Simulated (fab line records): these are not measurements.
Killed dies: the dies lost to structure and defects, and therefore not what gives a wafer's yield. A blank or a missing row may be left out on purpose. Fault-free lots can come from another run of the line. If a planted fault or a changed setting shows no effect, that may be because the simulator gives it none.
Problem report, 8D (eight disciplines) form, completed by code | flow n5-finfet | the parts of the form that need people (team, actions taken, sign-off) are left out

== 1. PROBLEM STATEMENT ==
Mean of run-length-s at N5_HKMG_FIN_ETCH_35: 329.2 s across 3 wafers in 3 lots; on wafers with no fault it is 266.5 s (standard deviation 0.45). So: +99 or more standard deviations from the usual mean.
The step: etches SOC in N2/H2, target depth 215.8 nm, time 243.4 s.
First observed at day 8 05:01: wafer L113.6, on rie-diel-06. At this step, 28 wafers from 10 lots have a number in the record. Rule for "out" (also "out of limits"): further than 4 standard deviations from the usual mean. All remaining wafers that have a number are taken as sound.

== 2. WHAT IT IS AND WHAT IT IS NOT ==
question                    | is                     | is not
which readings at this step | run-length-s           | drypump-motor-current-A, n2-flow-sccm, oes-product-au, rf-vpp-V, showerhead-plenum-p-Torr, throttle-valve-pct
which lots                  | L113, L115, L117       | L101, L104, L106, L108, L109, L119, L120
which wafers of those lots  | L113.6, L115.1, L117.6 | L113.3, L115.3, L115.4, L117.5
read on which tools         | rie-diel-06            | rie-diel-04, rie-diel-05
when                        | from day 8 05:01       | up to then (16 sound wafers); but 9 sound wafers of L115, L117, L119, L120 came after

== 3. WHAT RULES OUT EACH SUSPECT ==
Counting: a tool at a process step up to the reading stays a suspect if it ran every lot that is out. Sound lots after the first of them don't rule it out here, since some wafers of a struck lot are sound.
- rie-diel-06 at N5_HKMG_FIN_ETCH_35 (etches SOC in N2/H2, target depth 215.8 nm, time 243.4 s): kept. It ran every lot that is out, first L113 (day 8 05:01); its last sound lot up to then is L109 (day 7 04:09). Out on those wafers are its own readings of run-length-s.
Remaining after the count: rie-diel-06 at N5_HKMG_FIN_ETCH_35.

== 4. THE CAUSE (what the simulator had put in) ==
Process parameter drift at N5_HKMG_FIN_ETCH_35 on rie-diel-06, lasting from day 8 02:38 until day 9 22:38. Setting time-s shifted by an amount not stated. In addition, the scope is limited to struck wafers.
Counting left only this tool.

== 5. THE EFFECT CHAIN, in route order ==
One row per reading whose mean, taken over the struck wafers that have a number, lies over 3 standard deviations from the usual. Only readings whose record carries a usual standard deviation are examined. hours: median over the lots of the time between each lot's start at the first step of this table that gives one and its start at this step. sigmas: the change, counted in usual standard deviations.
hours | step                | reading      | usual   | on struck wafers | change | sigmas
0     | N5_HKMG_FIN_ETCH_35 | run-length-s | 266.5 s | 329.2            | +62.7  | +99 or more
The process steps in it:
- N5_HKMG_FIN_ETCH_35: etches SOC in N2/H2, target depth 215.8 nm, time 243.4 s.
At these later measuring or inspecting steps, every struck wafer for which the step has a row has a number for every such reading, and none has moved that far: N5_BEOL_M4_RC_MEAS_101.

== 6. WHAT WOULD HAVE CAUGHT IT SOONER ==
First out-of-limits reading in this record: day 8 05:01, which is 2 hours after fault onset at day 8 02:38.
